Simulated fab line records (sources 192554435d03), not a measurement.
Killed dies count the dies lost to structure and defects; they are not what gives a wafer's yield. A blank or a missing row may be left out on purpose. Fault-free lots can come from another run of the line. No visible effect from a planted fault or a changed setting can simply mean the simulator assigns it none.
Code-filled problem report in 8D (eight disciplines) form | flow n5 finfet | the parts of the form that need people (team, actions taken, sign-off) are left out

== 1. THE ISSUE ==
Wafers without a fault read 26.17 nm, standard deviation 0.25; cd nm at N5_BEOL_M4_CD_MEAS_28 reads a mean of 18.84 nm on 4 wafers belonging to 3 lots. Relative to the usual mean, that is a shift of -29 standard deviations.
The step: target cd 26.2 nm, target cd y 24.1 nm.
Seen first at day 12 20:10 on cd sem-03, wafer L420.2. The record holds 26 wafers of 9 lots with a number at this step. The rule behind "out" and "out of limits": a value lying over 4 standard deviations away from the usual mean. The other wafers with a number count as sound.

== 2. WHAT IT IS, WHAT IT ISN'T ==
question                    | is                             | is not
which readings at this step | cd nm                          | -
which lots                  | L420, L421, L422               | L402, L403, L405, L410, L411, L412
which wafers of those lots  | L420.2, L420.6, L421.2, L422.2 | L420.1, L421.1, L421.5, L422.4
read on which gauges        | cd sem-02, cd sem-03           | cd sem-01
when                        | from day 12 20:10              | up to then (19 sound wafers); but 3 sound wafers of L421, L422 came after

== 3. THE SUSPECTS, EACH WITH WHAT RULES IT OUT ==
Counting: a tool at a process step up to the reading stays a suspect if it ran every lot that is out. Sound lots after the first of them don't rule it out here, since some wafers of a struck lot are sound.
- the gauge at N5_BEOL_M4_CD_MEAS_28 is ruled out. 2 gauges (cd sem-02, cd sem-03) read the wafers that are out.
- euv scanner-01 at N5_BEOL_M4_EXPOSE_25 (exposes mask V3, defocus 5 nm): kept. Every lot that is out went through it, the first being L420 (day 12 20:01); the last sound lot it ran before that was L412 (day 10 23:15).
Left after counting: euv scanner-01 at N5_BEOL_M4_EXPOSE_25.

== 4. THE CAUSE (what the simulator had put in) ==
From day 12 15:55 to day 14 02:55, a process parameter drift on euv scanner-01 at N5_BEOL_M4_EXPOSE_25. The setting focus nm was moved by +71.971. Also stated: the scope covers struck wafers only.
Counting left only this tool.

== 5. SEQUENCE OF EFFECTS, ordered by route ==
Each row: a reading where the mean over the struck wafers with a number is more than 3 standard deviations away from the usual. Only readings for which the record gives a usual standard deviation are gone through. hours: the time from each lot's start at the first step in this table that gives one to its start at this step, as a median over the lots. sigmas: the change in usual standard deviations.
hours | step                    | reading              | usual    | on struck wafers | change | sigmas
0     | N5_BEOL_M4_CD_MEAS_28   | cd nm                | 26.17 nm | 18.84            | -7.33  | -29
109   | N5_PASSIVATION_PROBE_49 | defect limited yield | 91.3 %   | 0.0              | -91.3  | -61
109   | N5_PASSIVATION_PROBE_49 | killed_at_M4_up      | 14       | 1090             | +1076  | +99 or more
109   | N5_PASSIVATION_PROBE_49 | killed dies          | 102      | 1180             | +1078  | +60
109   | N5_PASSIVATION_PROBE_49 | killed on rim        | 13       | 152              | +139   | +37
109   | N5_PASSIVATION_PROBE_49 | sort n pass          | 1077     | 0                | -1077  | -57
109   | N5_PASSIVATION_PROBE_49 | sort yield pct       | 91.3 %   | 0.0              | -91.3  | -57
Process steps it contains:
- N5_PASSIVATION_PROBE_49

== 6. HOW IT WOULD HAVE BEEN CAUGHT EARLIER ==
4 hours passed between the start of the fault at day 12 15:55 and the first reading out of limits at a measuring or inspecting step in this record, taken at day 12 20:10.
L421, L422, from the lots that are out (3), started N5_BEOL_M4_EXPOSE_25 on euv scanner-01 later than day 12 20:10. A hold on the tool at that time would have spared those 2.
